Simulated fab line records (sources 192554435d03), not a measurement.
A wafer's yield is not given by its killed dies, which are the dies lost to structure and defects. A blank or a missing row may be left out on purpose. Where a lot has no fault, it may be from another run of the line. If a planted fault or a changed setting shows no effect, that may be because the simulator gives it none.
fab line records ; flow n5-finfet
[record] lots = 6; wafers = 16; last-day = 17
route steps=1938 shown BEOL_M11@1541 PASSIVATION@1936
lots untouched by any fault: they come from a run of this same line in which no faults occurred
start-h: start of the lot's first displayed wafer, in hours after the record's first day ; wait-h: hours since the lot's step before ; " as in the row above ; L1.1+2: a single row standing in for several wafers ; - no value present, or no start provided ; * or withheld: withheld ; < > ~ a bound
route shown NAME@n: names a module that has steps shown in the file, with the first one's number in the route ; usual: mean/standard deviation taken from wafers without a fault ; same: alike in all rows ; chamber/n: place in a boat ; sites: per-site readings ; _std_site: the standard deviation of these ; _edge_site: inner sites' mean taken away from outer sites' mean ; radius-mm: how far each site lies from the wafer's centre ; mask NAME#n: copy n ; behind: the last tool/chamber to shape the wafer ; hold: what put the lot on hold/how long, in hours/how the hold closed ; device: names the non-switching transistor (n, p or np) ; end of line: tests run on the same wafers once the route is complete ; a step with no rows: only its recipe ; killed: dies that structure and defects cost at the first sort, which is not the same as the wafer's yield ; map: dies across one wafer; x = killed, . = not, _ = none there
set.NAME: the setting the step ran with; set.NAME@STEP: the setting that earlier step ran with ; model.NAME: the simulator's own value behind a step, which no gauge read
certain route steps with their lots: each step a table, each wafer a row
services: when a tool's chamber went out of use (start-h, in hours from the record's first day, below 0 if earlier), for how many hours, and the reason
[[steps]]
[step N5_BEOL_M11_COAT_59]
[recipe] resist = SOC; temp-c = 250; time-s = 60; spin-rpm = 1500; resist-thk-nm = 100
[step N5_BEOL_M11_COAT_60]
[recipe] resist = SiARC; temp-c = 220; time-s = 60; spin-rpm = 1500; resist-thk-nm = 30
[step N5_BEOL_M11_COAT_05]
[recipe] resist = CAR-ArF; spin-rpm = 1500; resist-thk-nm = 90
[step N5_BEOL_M11_EBR_07]
[recipe] solvent = PGMEA; ebr-width-mm = 1.5
[step N5_BEOL_M11_SOFTBAKE_06]
[recipe] temp-c = 110; time-s = 60; resist = CAR-ArF
[step N5_BEOL_M11_EXPOSE_08]
[recipe] mask-id = M11; na = 1.35; source-shape = dipole; sigma-inner = 0.411; sigma-outer = 0.611; polarization = te; dose-mj = 53.75
[step N5_BEOL_M11_PEB_09]
[recipe] peb-temp-c = withheld; peb-time-s = 60; resist = CAR-ArF
[step N5_BEOL_M11_DEVELOP_10]
[recipe] develop-time-s = 30; developer = TMAH; resist = CAR-ArF; rinse-liquid = diw; dry = air-spin; dev-temp-c = 23
[step N5_BEOL_M11_CD_MEAS_11]
[recipe] target-cd-nm = 64.1; landing-energy-ev = 500; detector = se-inlens; polarity = opening
[usual] cd-nm = 63.8/0.51
lot.wafer;tool;chamber;start-h;wait-h;cd-nm
L892.3;cd-sem-01;0;239.70;-;63.2
L892.5;cd-sem-01;0;239.70;-;63.5
L892.6;cd-sem-01;0;239.70;-;63.2
L894.1;cd-sem-03;0;262.87;-;63.6
L894.5;cd-sem-03;0;262.87;-;64.2
L894.6;cd-sem-03;0;262.87;-;63.9
L905.2;cd-sem-02;0;323.03;-;63.4
L905.5;cd-sem-02;0;323.03;-;63.2
L908.2;cd-sem-01;0;343.43;-;63.6
L908.5;cd-sem-01;0;343.43;-;63.6
L909.2;cd-sem-02;0;353.53;-;63.7
L909.3;cd-sem-02;0;353.53;-;63.3
L909.6;cd-sem-02;0;353.53;-;64.3
L911.2;cd-sem-02;0;360.34;-;63.7
L911.4;cd-sem-02;0;360.34;-;64.0
L911.6;cd-sem-02;0;360.34;-;64.6
[step N5_BEOL_M11_OVL_MEAS_12]
[recipe] points-per-wafer = 44
[usual] M11_OVL = 0.4/0.79
lot.wafer;tool;chamber;start-h;wait-h;M11_OVL[nm]
L892.3;overlay-02;0;239.73;0.0;1.4
L892.5;overlay-02;0;239.73;0.0;0.3
L892.6;overlay-02;0;239.73;0.0;1.6
L894.1;overlay-01;0;262.90;0.0;0.7
L894.5;overlay-01;0;262.90;0.0;-0.5
L894.6;overlay-01;0;262.90;0.0;1.2
L905.2;overlay-02;0;323.06;0.0;0.9
L905.5;overlay-02;0;323.06;0.0;2.1
L908.2;overlay-01;0;343.46;0.0;1.4
L908.5;overlay-01;0;343.46;0.0;1.7
L909.2;overlay-01;0;353.56;0.0;0.1
L909.3;overlay-01;0;353.56;0.0;-0.2
L909.6;overlay-01;0;353.56;0.0;0.9
L911.2;overlay-02;0;360.37;0.0;1.6
L911.4;overlay-02;0;360.37;0.0;0.9
L911.6;overlay-02;0;360.37;0.0;1.3
[step N5_BEOL_M11_INSPECT_13]
[recipe] mode = adi; inspect-instrument = brightfield
[usual] raw-defect-count = 419/98
lot.wafer;tool;chamber;start-h;wait-h;raw-defect-count
L892.3;defect-inspect-01;-;239.75;0.0;618
L892.5;defect-inspect-01;-;239.75;0.0;426
L892.6;defect-inspect-01;-;239.75;0.0;412
L894.1;defect-inspect-01;-;262.93;0.0;344
L894.5;defect-inspect-01;-;262.93;0.0;327
L894.6;defect-inspect-01;-;262.93;0.0;308
L905.2;defect-inspect-02;-;323.09;0.0;484
L905.5;defect-inspect-02;-;323.09;0.0;624
L908.2;defect-inspect-01;-;343.48;0.0;455
L908.5;defect-inspect-01;-;343.48;0.0;372
L909.2;defect-inspect-01;-;353.58;0.0;368
L909.3;defect-inspect-01;-;353.58;0.0;408
L909.6;defect-inspect-01;-;353.58;0.0;528
L911.2;defect-inspect-02;-;360.39;0.0;299
L911.4;defect-inspect-02;-;360.39;0.0;403
L911.6;defect-inspect-02;-;360.39;0.0;348
[step N5_BEOL_M11_DESCUM_16]
[recipe] chemistry = O2; time-s = 7.9; source-power-w = 50; bias-power-w = 20; pressure-mtorr = 20; rf-frequency-hz = 2.712e+07; temp-c = 40; resist = CAR-ArF; o2-flow-sccm = 225
[usual] drypump-motor-current-A = 5.8/0.41; o2-flow-sccm = 225.0/0.63; oes-product-au = 0.76/0.078; rf-vpp-V = 243.0/1.2; showerhead-plenum-p-Torr = 2.09/0.06; throttle-valve-pct = 20.49/0.26
[same] time-s = 7.9
lot.wafer;tool;chamber;start-h;wait-h;drypump-motor-current-A;o2-flow-sccm;oes-product-au;rf-hours-counter-h;rf-vpp-V;showerhead-plenum-p-Torr;throttle-valve-pct
L892.3;rie-diel-04;0;240.33;0.6;5.2;225.1;0.70;212;242.6;1.97;20.47
L892.5;rie-diel-04;1;240.33;0.6;5.2;225.0;0.87;-;243.5;2.13;20.48
L892.6;rie-diel-04;0;240.33;0.6;5.2;224.3;0.70;-;240.3;1.97;20.46
L894.1;rie-diel-05;1;263.13;0.2;6.3;225.2;0.66;248;243.4;2.16;20.49
L894.5;rie-diel-05;3;263.13;0.2;6.1;225.2;0.77;-;243.3;2.03;20.51
L894.6;rie-diel-05;0;263.13;0.2;6.1;224.6;0.80;-;243.8;2.11;20.60
L905.2;rie-diel-05;0;323.12;0.0;6.1;225.5;0.78;114;244.8;2.10;20.62
L905.5;rie-diel-05;1;323.12;0.0;6.3;226.2;0.93;-;243.0;2.15;20.01
L908.2;rie-diel-05;3;343.62;0.1;6.1;224.9;0.74;151;242.2;2.02;20.55
L908.5;rie-diel-05;3;343.62;0.1;6.1;224.7;0.73;-;240.8;2.02;20.54
L909.2;rie-diel-04;3;353.61;0.0;5.3;225.2;0.89;38;243.2;2.06;19.95
L909.3;rie-diel-04;0;353.61;0.0;5.2;226.1;0.67;241;240.7;1.96;20.51
L909.6;rie-diel-04;2;353.61;0.0;6.2;224.8;0.71;-;244.0;2.07;20.73
L911.2;rie-diel-04;1;360.43;0.0;5.2;224.8;0.82;87;242.2;2.12;20.50
L911.4;rie-diel-04;2;360.43;0.0;6.2;224.7;0.71;210;242.9;2.07;20.73
L911.6;rie-diel-04;1;360.43;0.0;5.2;224.8;0.82;-;242.1;2.12;20.50
[step N5_BEOL_M11_ETCH_61]
[recipe] chemistry = CF4; target = SiARC; target-depth-a = 390; mask-material = CAR-ArF; time-s = 65; ion-energy-ev = 80; pressure-mtorr = 40; source-w = 545; bias-w = 36; Ar_flow_sccm = 100; cf4-flow-sccm = 100; ends = cleared
[usual] drypump-motor-current-A = 5.8/0.41; etch-rf-on-time-s = 65.4/1.2; oes-product-au = 0.65/0.068; rf-vpp-V = 184.1/1.1; showerhead-plenum-p-Torr = 2.13/0.056; throttle-valve-pct = 15.69/0.25
lot.wafer;tool;chamber;start-h;wait-h;drypump-motor-current-A;etch-rf-on-time-s;oes-product-au;rf-hours-counter-h;rf-vpp-V;showerhead-plenum-p-Torr;throttle-valve-pct
L892.3;rie-diel-04;0;240.36;0.0;5.2;65.8;0.60;213;182.3;2.05;15.83
L892.5;rie-diel-04;1;240.36;0.0;5.2;67.3;0.71;-;184.8;2.18;15.59
L892.6;rie-diel-04;0;240.36;0.0;5.2;66.1;0.60;-;182.7;2.05;15.83
L894.1;rie-diel-05;1;263.16;0.0;6.3;66.9;0.57;248;184.9;2.21;15.74
L894.5;rie-diel-05;3;263.16;0.0;6.1;64.2;0.66;-;183.6;2.08;15.70
L894.6;rie-diel-05;0;263.16;0.0;6.1;64.6;0.69;-;185.2;2.17;15.82
L905.2;rie-diel-05;0;323.16;0.0;6.1;86.4;0.57;114;182.2;2.16;15.85
L905.5;rie-diel-05;1;323.16;0.0;6.3;87.0;0.68;-;183.6;2.21;15.22
L908.2;rie-diel-05;3;343.65;0.0;6.1;86.9;0.54;152;183.2;2.07;15.75
L908.5;rie-diel-05;3;343.65;0.0;6.1;86.8;0.54;-;183.0;2.07;15.74
L909.2;rie-diel-04;3;353.65;0.0;5.3;64.0;0.76;38;184.7;2.10;15.04
L909.3;rie-diel-04;0;353.65;0.0;5.2;66.9;0.58;241;183.3;2.04;15.88
L909.6;rie-diel-04;2;353.65;0.0;6.2;65.6;0.60;-;184.6;2.12;15.94
L911.2;rie-diel-04;1;360.46;0.0;5.2;67.1;0.68;87;184.2;2.17;15.67
L911.4;rie-diel-04;2;360.46;0.0;6.2;64.9;0.60;210;183.8;2.12;15.94
L911.6;rie-diel-04;1;360.46;0.0;5.2;66.5;0.68;-;184.1;2.17;15.64
[step N5_BEOL_M11_ETCH_62]
[recipe] chemistry = N2/H2; target = SOC; target-depth-a = 1100; overetch-a = 220; mask-material = SiARC; temp-c = 40; time-s = 165; ion-energy-ev = 200; pressure-mtorr = 30; source-w = 840; bias-w = 150; n2-flow-sccm = 200; h2-flow-sccm = 200
[usual] drypump-motor-current-A = 5.8/0.41; n2-flow-sccm = 200.1/0.64; oes-product-au = 0.65/0.064; rf-vpp-V = 523.6/2; showerhead-plenum-p-Torr = 2.53/0.075; throttle-valve-pct = 17.85/0.27
[same] time-s = 165
lot.wafer;tool;chamber;start-h;wait-h;drypump-motor-current-A;n2-flow-sccm;oes-product-au;rf-hours-counter-h;rf-vpp-V;showerhead-plenum-p-Torr;throttle-valve-pct
L892.3;rie-diel-04;0;240.41;0.0;5.2;199.4;0.60;213;520.2;2.42;17.93
L892.5;rie-diel-04;1;240.41;0.0;5.2;199.6;0.72;-;524.7;2.59;17.79
L892.6;rie-diel-04;0;240.41;0.0;5.2;200.8;0.60;-;521.3;2.42;17.94
L894.1;rie-diel-05;1;263.21;0.0;6.3;200.5;0.57;248;524.9;2.61;17.89
L894.5;rie-diel-05;3;263.21;0.0;6.1;199.9;0.64;-;522.4;2.43;17.60
L894.6;rie-diel-05;0;263.21;0.0;6.1;199.8;0.67;-;524.9;2.56;17.94
L905.2;rie-diel-05;0;323.21;0.0;6.1;199.6;0.66;114;525.4;2.55;17.99
L905.5;rie-diel-05;1;323.21;0.0;6.3;199.5;0.79;-;524.8;2.61;17.39
L908.2;rie-diel-05;3;343.70;0.0;6.2;199.5;0.62;152;521.4;2.42;17.65
L908.5;rie-diel-05;3;343.70;0.0;6.1;199.5;0.63;-;520.9;2.42;17.65
L909.2;rie-diel-04;3;353.70;0.0;5.3;199.6;0.76;38;522.9;2.48;17.16
L909.3;rie-diel-04;0;353.70;0.0;5.2;200.7;0.59;241;521.7;2.41;17.97
L909.6;rie-diel-04;2;353.70;0.0;6.2;200.7;0.59;-;524.6;2.51;18.03
L911.2;rie-diel-04;1;360.51;0.0;5.2;200.5;0.69;87;525.4;2.57;17.85
L911.4;rie-diel-04;2;360.51;0.0;6.2;200.2;0.59;210;523.0;2.51;18.04
L911.6;rie-diel-04;1;360.51;0.0;5.2;200.9;0.69;-;526.1;2.57;17.85
[step N5_PASSIVATION_PROBE_49]
[usual] defect-limited-yield = 91.3/1.5; killed_at_M0_to_M3 = 34/9.4; killed_at_M4_up = 13/5.3; killed-at-contacts = 13/5.7; killed-at-front-end = 40/10; killed-at-other = 3.7/2.8; killed-dies = 103/17; killed-open = 67/13; killed-short = 35/8.5; sort_bin_4_leakage = 0.00/0.016; sort_bin_5_function = 5.0/0.98; sort_bin_6_memory = 3.3/0.7; sort-n-pass = 1077/17; sort-yield-pct = 91.3/1.5
[same] gross-dies = 1180; killed-at-back-side = 0; sort_bin_8_speed[%] = 0
lot.wafer;tool;chamber;start-h;wait-h;defect-limited-yield[%];killed_at_M0_to_M3;killed_at_M4_up;killed-at-contacts;killed-at-front-end;killed-at-other;killed-dies;killed-open;killed-short;sort_bin_4_leakage[%];sort_bin_5_function[%];sort_bin_6_memory[%];sort-n-pass;sort-yield-pct[%]
L905.2;prober-02;-;365.39;0.1;90.0;38;17;11;46;6;118;73;37;0;5.6;3.3;1062;90.0
L905.5;prober-02;-;365.54;0.2;92.8;29;15;14;23;4;85;60;25;0;4.2;2.7;1095;92.8
L911.2;prober-01;-;402.88;0.1;90.3;39;19;13;43;0;114;74;38;0;5.4;4.0;1066;90.3
L911.4;prober-01;-;402.98;0.2;90.9;25;19;17;46;0;107;71;36;0;5.0;3.6;1073;90.9
L911.6;prober-01;-;403.08;0.3;91.8;23;14;13;47;0;97;68;29;0;4.7;3.3;1083;91.8
// killed by level:class
L905.2 BEOL_M2:geometric-particle:open=11 MOL_CONTACT_COAG:geometric-particle:open=9 BEOL_M3:geometric-particle:open=8 HKMG_FIN:area-etch=8 GATE_CUT:geometric-particle:short=7 GATE_CUT:geometric-particle:open=7 BEOL_M4:geometric-particle:open=7 FIN_SAQP:geometric-particle:open=6
L905.5 MOL_CONTACT_COAG:geometric-particle:open=12 BEOL_M0_SAQP:geometric-particle:open=6 STI_FIN_REVEAL:geometric-particle:open=5 DUMMY_GATE:geometric-particle:open=5 BEOL_M1:geometric-particle:open=5 BEOL_M2:geometric-particle:open=4 BEOL_M0_SAQP:geometric-particle:short=3 BEOL_M0:geometric-particle:open=3
L911.2 FIN_SAQP:geometric-particle:short=11 MOL_CONTACT_COAG:geometric-particle:open=11 BEOL_M2:geometric-particle:open=11 GATE_CUT:geometric-particle:short=9 GATE_CUT:geometric-particle:open=9 BEOL_M4:geometric-particle:open=9 BEOL_M0_SAQP:geometric-particle:open=8 BEOL_M1:geometric-particle:open=5
L911.4 MOL_CONTACT_COAG:geometric-particle:open=13 GATE_CUT:geometric-particle:short=10 BEOL_M4:geometric-particle:open=10 BEOL_M2:geometric-particle:open=8 DUMMY_GATE:geometric-particle:open=7 GATE_CUT:geometric-particle:open=7 STI_FIN_REVEAL:geometric-particle:open=5 MOL_CONTACT_COAG:geometric-particle:short=4
L911.6 MOL_CONTACT_COAG:geometric-particle:open=13 BEOL_M2:geometric-particle:open=10 GATE_CUT:geometric-particle:short=9 FIN_SAQP:geometric-particle:open=8 FIN_SAQP:geometric-particle:short=8 STI_FIN_REVEAL:geometric-particle:open=8 BEOL_M4:geometric-particle:open=7 BEOL_M3:geometric-particle:open=6
[[services]]
tool;chamber;start-h;hours;kind
rie-diel-04;1;229.69;7.4;repair
rie-diel-05;3;265.18;6.2;repair
rie-diel-05;1;271.34;-;clean
rie-diel-05;1;271.34;-;consumable-replace:focus-ring
rie-diel-05;1;271.34;21.2;scheduled-down
rie-diel-05;1;271.34;21.2;vent-cycle
rie-diel-04;-;273.42;14.6;pm
rie-diel-04;0;356.87;1.3;repair
[[key]]
[first-sign] step = N5_BEOL_M11_ETCH_61; reading = etch-rf-on-time-s; direction = up; sigmas = 18; usual = *; struck = *
effect none on later readings
met-at N5_BEOL_M11_ETCH_61
struck-wafers L905.2,L905.5,L908.2,L908.5
onset-between 263.16 323.16
[fault] kind = process-parameter-drift; tool = rie-diel-05; chamber = -; onset-h = 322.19; steps = N5_BEOL_M11_ETCH_61; channel = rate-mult; offset = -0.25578; shape = step; end-h = 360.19; scope = struck-wafers-only
